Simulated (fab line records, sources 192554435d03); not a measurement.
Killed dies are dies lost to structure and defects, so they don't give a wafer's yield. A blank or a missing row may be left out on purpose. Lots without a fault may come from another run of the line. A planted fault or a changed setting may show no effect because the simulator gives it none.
fab line records | flow n5_finfet
record lots=12 wafers=36 last_day=18
route steps=1938 shown BEOL_M10@1527 BEOL_M11@1538
lots that met no fault: from a run of the same line without faults
start_h: hours from the record's first day to the start of the lot's first wafer shown | wait_h: hours since the lot's step before | " the same as in the row above | L1.1+2: a row that stands for several wafers | - no value, or no start given | * or withheld: withheld | < > ~ a bound
route shown NAME@n: a module of which the file shows steps, and the number in the route of the first | usual: mean/standard deviation of fault-free wafers | same: alike in all rows | chamber/n: place in a boat | sites: the reading at each site | _std_site: their standard deviation | _edge_site: outer sites' mean less inner sites' | radius_mm: how far each site lies from the wafer's centre | mask NAME#n: copy n | behind: the tool/chamber that last shaped the wafer | hold: why the lot was held/for how many hours/how that ended | device: the transistor (n, p or np) that didn't switch | end of line: the same wafers' tests at the end of the route | a step without rows: its recipe alone | killed: dies lost to structure and defects at the first sort, not the wafer's yield | map: a wafer's dies, x killed, . not, _ none there
set.NAME: the setting as run; set.NAME@STEP: as run at that earlier step | model.NAME: the simulator's own value behind a step, which no gauge read
steps of the route over a sample of lots; a table a step, a row a wafer
services: from which hour (start_h, from the record's first day; less than 0 if before it) a tool's chamber was out of use, for how many hours, and why
## steps
# step N5_BEOL_M10_SPUTTER_48
# recipe material=Cu target_thk_a=120 temp_c=-20 bias_v=60 power_w=26000 chamber_pressure_pa=0.13 time_s=2
# usual chamber_pressure_pa=0.12998/0.00024 chuck_sensor_temp_C=-16.0/0.46 throttle_valve_pct=29.8/0.74
# columns lot.wafer tool chamber start_h wait_h chamber_pressure_pa chuck_sensor_temp_C throttle_valve_pct
L468.3 pvd_sputter-01 - 229.31 0.1 0.12996 -15.5 30.8
L468.4 " - " " 0.12969 -16.7 29.9
L468.5 " - " " 0.13034 -16.3 28.7
L470.3 pvd_sputter-02 - 241.06 0.1 0.13037 -16.5 29.8
L470.4 " - " " 0.13058 -16.3 29.9
L470.5 " - " " 0.13031 -16.5 29.6
L473.1 pvd_sputter-02 - 252.08 0.2 0.12995 -16.5 30.0
L473.2 " - " " 0.1298 -15.1 30.2
L473.5 " - " " 0.13008 -15.9 29.7
L472.1 pvd_sputter-02 - 254.06 0.1 0.13006 -15.8 29.9
L472.3 " - " " 0.13 -16.2 30.0
L472.4 " - " " 0.12989 -15.5 30.3
L474.2 pvd_sputter-02 - 258.93 0.1 0.13029 -16.6 29.7
L474.3 " - " " 0.12959 -16.0 29.9
L474.6 " - " " 0.13043 -16.1 30.2
L477.3 pvd_sputter-02 - 279.73 0.1 0.12974 -15.8 30.0
L477.4 " - " " 0.12999 -16.1 30.0
L477.6 " - " " 0.13021 -16.1 29.9
L480.1 pvd_sputter-01 - 319.98 0.1 0.13007 -16.6 30.0
L480.5 " - " " 0.13005 -16.0 28.5
L480.6 " - " " 0.12994 -16.4 30.2
L481.1 pvd_sputter-01 - 338.61 0.1 0.12984 -15.5 30.7
L481.2 " - " " 0.13002 -16.5 30.2
L481.5 " - " " 0.12997 -16.5 30.2
L483.1 pvd_sputter-02 - 346.33 0.1 0.12994 -15.8 30.0
L483.4 " - " " 0.13029 -15.3 30.2
L483.5 " - " " 0.12996 -15.4 30.0
L487.3 pvd_sputter-03 - 357.18 0.1 0.12947 -15.9 31.2
L487.4 " - " " 0.12985 -16.5 31.5
L487.6 " - " " 0.12949 -16.1 30.3
L488.1 pvd_sputter-02 - 357.69 0.1 0.13012 -16.2 29.9
L488.5 " - " " 0.13001 -15.1 30.5
L488.6 " - " " 0.12969 -16.7 29.7
L490.3 pvd_sputter-01 - 374.91 0.4 0.12976 -15.8 28.8
L490.4 " - " " 0.12994 -15.5 30.3
L490.6 " - " " 0.12999 -16.4 28.5
# step N5_BEOL_M10_RS_MEAS_57
# recipe thk_meas_gauge=four-point-probe reads=Cu_of_BEOL_M10_ECD_50+Co_of_BEOL_M10_CVD_75+TaN_of_BEOL_M10_ALD_74
# usual M10_RS=0.153/0.0048
# columns lot.wafer tool chamber start_h wait_h M10_RS[ohm/sq]
L468.3 film_metro-01 - 230.40 0.1 0.153
L468.4 " - " " 0.156
L468.5 " - " " 0.159
L470.3 film_metro-01 - 242.33 0.1 0.159
L470.4 " - " " 0.160
L470.5 " - " " 0.158
L473.1 film_metro-02 - 253.17 0.1 0.148
L473.2 " - " " 0.153
L473.5 " - " " 0.157
L472.1 film_metro-02 - 255.86 0.1 0.148
L472.3 " - " " 0.154
L472.4 " - " " 0.154
L474.2 film_metro-02 - 259.89 0.1 0.151
L474.3 " - " " 0.161
L474.6 " - " " 0.157
L477.3 film_metro-01 - 283.65 0.1 0.155
L477.4 " - " " 0.149
L477.6 " - " " 0.155
L480.1 film_metro-02 - 321.16 0.1 0.156
L480.5 " - " " 0.149
L480.6 " - " " 0.156
L481.1 film_metro-02 - 339.57 0.1 0.157
L481.2 " - " " 0.153
L481.5 " - " " 0.154
L483.1 film_metro-01 - 347.28 0.1 0.157
L483.4 " - " " 0.156
L483.5 " - " " 0.148
L487.3 film_metro-02 - 358.27 0.1 0.154
L487.4 " - " " 0.145
L487.6 " - " " 0.146
L488.1 film_metro-02 - 358.81 0.1 0.152
L488.5 " - " " 0.154
L488.6 " - " " 0.152
L490.3 film_metro-01 - 376.00 0.1 0.152
L490.4 " - " " 0.151
L490.6 " - " " 0.154
# step N5_BEOL_M11_THK_MEAS_01
# recipe reads=SiCOH_lowk_of_BEOL_M11_ILD_DEP_00
# usual M11_ILD_THK=268/3.9
# columns lot.wafer tool chamber start_h wait_h M11_ILD_THK[nm]
L468.3 film_metro-01 - 231.06 0.3 263
L468.4 " - " " 271
L468.5 " - " " 267
L470.3 film_metro-02 - 243.47 0.5 269
L470.4 " - " " 273
L470.5 " - " " 271
L473.1 film_metro-02 - 253.83 0.4 263
L473.2 " - " " 265
L473.5 " - " " 271
L472.1 film_metro-01 - 256.51 0.4 269
L472.3 " - " " 271
L472.4 " - " " 271
L474.2 film_metro-01 - 261.76 0.4 261
L474.3 " - " " 267
L474.6 " - " " 266
L477.3 film_metro-02 - 284.30 0.3 265
L477.4 " - " " 265
L477.6 " - " " 273
L480.1 film_metro-02 - 321.82 0.4 264
L480.5 " - " " 268
L480.6 " - " " 269
L481.1 film_metro-02 - 340.22 0.4 259
L481.2 " - " " 268
L481.5 " - " " 269
L483.1 film_metro-02 - 347.93 0.4 264
L483.4 " - " " 270
L483.5 " - " " 269
L487.3 film_metro-01 - 358.95 0.3 264
L487.4 " - " " 268
L487.6 " - " " 267
L488.1 film_metro-01 - 359.46 0.4 266
L488.5 " - " " 268
L488.6 " - " " 269
L490.3 film_metro-02 - 376.66 0.3 262
L490.4 " - " " 270
L490.6 " - " " 267
# step N5_BEOL_M11_COAT_59
# recipe resist=SOC temp_c=250 time_s=60 spin_rpm=1500 resist_thk_nm=100
# usual heater_power_total_W=500.6/1.8 plate_temp_C=250.00/0.18
# columns lot.wafer tool chamber start_h wait_h heater_power_total_W plate_temp_C
L468.3 litho_track-03 0 231.94 0.1 501.0 249.96
L468.4 " 0 " " 502.7 249.86
L468.5 " 0 " " 501.3 249.89
L470.3 litho_track-04 0 244.03 0.1 499.7 250.30
L470.4 " 0 " " 498.5 250.20
L470.5 " 0 " " 503.1 249.95
L473.1 litho_track-04 0 255.53 0.1 501.4 250.19
L473.2 " 0 " " 502.2 249.97
L473.5 " 0 " " 499.8 250.28
L472.1 litho_track-03 0 257.13 0.1 502.5 249.91
L472.3 " 0 " " 502.8 249.97
L472.4 " 0 " " 497.8 250.28
L474.2 litho_track-05 0 263.53 0.1 502.7 249.56
L474.3 " 0 " " 502.3 249.90
L474.6 " 0 " " 503.1 249.87
L477.3 litho_track-03 0 285.27 0.1 500.4 250.13
L477.4 " 0 " " 501.7 249.96
L477.6 " 0 " " 501.9 249.82
L480.1 litho_track-03 0 322.25 0.1 499.5 250.02
L480.5 " 0 " " 501.2 250.09
L480.6 " 0 " " 498.6 250.21
L481.1 litho_track-05 0 341.14 0.1 501.4 250.12
L481.2 " 0 " " 502.1 250.10
L481.5 " 0 " " 502.1 250.05
L483.1 litho_track-03 0 348.92 0.1 488.2 245.14
L483.4 " 0 " " 489.8 245.27
L483.5 " 0 " " 488.8 245.17
L487.3 litho_track-03 0 359.98 0.1 489.0 244.88
L487.4 " 0 " " 490.2 245.19
L487.6 " 0 " " 490.1 244.95
L488.1 litho_track-03 0 362.44 0.1 485.8 245.11
L488.5 " 0 " " 486.9 245.08
L488.6 " 0 " " 488.8 244.98
L490.3 litho_track-04 0 379.42 0.1 500.9 250.30
L490.4 " 0 " " 502.3 249.98
L490.6 " 0 " " 500.8 250.20
## services
# columns tool chamber start_h hours kind
litho_track-05 - 207.05 - consumable_replace:filter
pvd_sputter-01 - 234.69 2.1 repair
pvd_sputter-01 - 256.70 7.0 repair
pvd_sputter-01 - 340.25 1.8 repair
litho_track-05 - 374.40 - consumable_replace:filter
## key
first_sign step=N5_BEOL_M11_COAT_59 reading=plate_temp_C direction=down sigmas=28 usual=* struck=*
effect step=N5_BEOL_M11_COAT_59 reading=heater_power_total_W direction=down sigmas=6.8 usual=* struck=*
met_at N5_BEOL_M11_COAT_59
struck_lots L483,L487,L488
not_acting_at N5_BEOL_M10_SPUTTER_48,N5_BEOL_M10_RS_MEAS_57,N5_BEOL_M11_THK_MEAS_01
onset_between 322.25 348.92
fault kind=process_parameter_drift tool=litho_track-03 chamber=- onset_h=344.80 steps=N5_BEOL_M11_COAT_59 channel=temp_c offset=* shape=step end_h=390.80 acts_in=* stated=*
